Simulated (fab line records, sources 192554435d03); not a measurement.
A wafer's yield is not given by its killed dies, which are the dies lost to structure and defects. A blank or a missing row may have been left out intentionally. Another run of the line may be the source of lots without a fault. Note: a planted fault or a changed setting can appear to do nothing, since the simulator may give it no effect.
Split-lot experiment | flow n5 finfet | on a route of 1938 steps: 7 lots, 21 wafers read

## ON THE SPLIT
At N5_BEOL_M12_CMP_49 (polishes, stops on SiOC, t overpolish 20.6 s, target thk 320 nm), the setting down force psi was moved away from the recipe's 1 psi on 7 of the 21 wafers read, by -21.8% to +18.0%. This setting was run at the recipe's value on the other wafers.

Reading taken at the split's own step.

## THE READING
barrier field endpoint s, in s, at N5_BEOL_M12_CMP_49 (polishes, stops on SiOC, t overpolish 20.6 s, target thk 320 nm). On this fab line, fault-free wafers typically give 30.6 s with a standard deviation of 0.91 s.

wafer  | tool, chamber at the split | down force psi as run, psi | against the recipe | barrier field endpoint s, s | against lot-mates on the recipe
L075.4 | cmp-02, 0                  | 1.18                       | +18.0%             | 25.1                        | -4.1
L075.1 | cmp-02, 1                  | 1                          | recipe             | 29.0                        | -
L075.6 | cmp-02, 1                  | 1                          | recipe             | 29.5                        | -
L076.2 | cmp-03, 3                  | 1                          | recipe             | 30.3                        | -
L076.1 | cmp-03, 2                  | 0.8406                     | -15.9%             | 34.2                        | +4.2
L076.5 | cmp-03, 3                  | 1                          | recipe             | 29.8                        | -
L084.1 | cmp-04, 3                  | 1.13                       | +13.0%             | 28.8                        | no lot-mate on the recipe
L084.6 | cmp-04, 0                  | 1.13                       | +13.0%             | 27.3                        | no lot-mate on the recipe
L084.5 | cmp-04, 1                  | 1.13                       | +13.0%             | 27.5                        | no lot-mate on the recipe
L089.3 | cmp-04, 0                  | 1                          | recipe             | 30.4                        | -
L089.5 | cmp-04, 3                  | 1                          | recipe             | 31.0                        | -
L089.6 | cmp-04, 0                  | 1                          | recipe             | 30.7                        | -
L094.1 | cmp-02, 1                  | 1                          | recipe             | 30.6                        | -
L094.4 | cmp-02, 0                  | 1                          | recipe             | 30.4                        | -
L094.6 | cmp-02, 1                  | 0.7819                     | -21.8%             | 37.9                        | +7.4
L095.4 | cmp-04, 2                  | 1.148                      | +14.8%             | 27.0                        | -4.0
L095.6 | cmp-04, 3                  | 1                          | recipe             | 31.7                        | -
L095.5 | cmp-04, 0                  | 1                          | recipe             | 30.3                        | -
L097.4 | cmp-04, 2                  | 1                          | recipe             | 31.1                        | -
L097.5 | cmp-04, 0                  | 1                          | recipe             | 31.2                        | -
L097.6 | cmp-04, 1                  | 1                          | recipe             | 30.8                        | -

THE FIT
A straight line over all 21 wafers: barrier field endpoint s changes by -0.268 s for each +1% of down force psi; r = -0.95; the points scatter about the line by 0.82 s.
The same after taking each lot's own level away (the mean of its wafers on the recipe; 18 wafers): -0.284 s for each +1%; r = -0.98; scatter 0.49 s.
That fit puts the effect of the largest move of down force psi on the reading at 6.2 s.
The span of the lots' own levels, 29.25 to 31.03 s, comes to 2.0 times the standard deviation stated above.
So the lot-to-lot level changes the slope little: the two slopes agree.
Check: for one of the wafers moved furthest among these (-21.8%), held out of the fit, the line's prediction against its lot-mates is +5.49 s. It came out at +7.4 s against them.
Tool readings at the split's step, against how far the setting was moved: barrier field endpoint s r = -0.95.

## THESE WAFERS: OTHER SPLITS
Before the reading, these wafers also passed through other splits. Each is held against what the fit with the lots' levels taken away leaves over:
other split on the same wafers    | wafers away from the commonest value | r with barrier field endpoint s (lot level and that fit taken away)
N5_BEOL_M10_TRENCH_ETCH_37 time s | 8                                    | -0.50
N5_BEOL_M11_VIA_ETCH_34 time s    | 5                                    | -0.14
N5_BEOL_M11_CURE_72 time s        | 8                                    | -0.29

## THE FILE'S OWN FIT
barrier field endpoint s changes by -0.286 s for each +1% of down force psi, r = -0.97.
